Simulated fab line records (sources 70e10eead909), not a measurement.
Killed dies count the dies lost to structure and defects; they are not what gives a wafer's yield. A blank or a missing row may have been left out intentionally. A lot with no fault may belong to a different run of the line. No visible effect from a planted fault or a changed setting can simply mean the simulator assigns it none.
Matching of chambers	flow nand_harc	4 sister chambers for NHARC_A_STAIRCASE_DESCUM_443 on rie_diel-13
The step chemistry O2, time 3 s. 4 wafers are shown with their chamber, then 12 later ones without.

== WAFERS, EACH WITH ITS CHAMBER ==
wafer	chamber	showerhead_plenum_p_Torr (Torr)
L087.4	3	1.77
L087.1	0	2.07
L087.5	2	1.88
L087.6	1	1.90

== WAFERS WITH NO CHAMBER GIVEN ==
wafer	showerhead_plenum_p_Torr (Torr)
L085.2	1.77
L085.3	1.90
L085.5	1.90
L089.2	1.87
L089.5	1.87
L089.6	1.77
L092.2	2.06
L092.4	1.77
L092.6	1.87
L095.1	2.06
L095.3	1.90
L095.6	1.90

== WHICH CHAMBER EACH ONE RAN IN ==
wafer	from the rows above	in truth
L085.2	3	3
L085.3	1	1
L085.5	1	1
L089.2	2	2
L089.5	2	2
L089.6	3	3
L092.2	0	0
L092.4	3	3
L092.6	2	2
L095.1	0	0
L095.3	1	1
L095.6	1	1
Correctly placed: 12 of 12. From these rows, 0 cannot be placed. Placed wrongly: 0.
How it was worked out, from the rows above alone: a wafer's distance from a chamber is the root of the sum, over the readings, of the square of ((its reading less the chamber's mean) divided by the reading's scatter). The wafer belongs to the nearest chamber; if the next one is less than 2 further off, it can't be placed. The mean given for a chamber averages the wafers shown for that chamber. The scatter (one wafer shown for each chamber): square how far every hidden wafer sits from the nearest shown wafer, average those squares and take the square root.
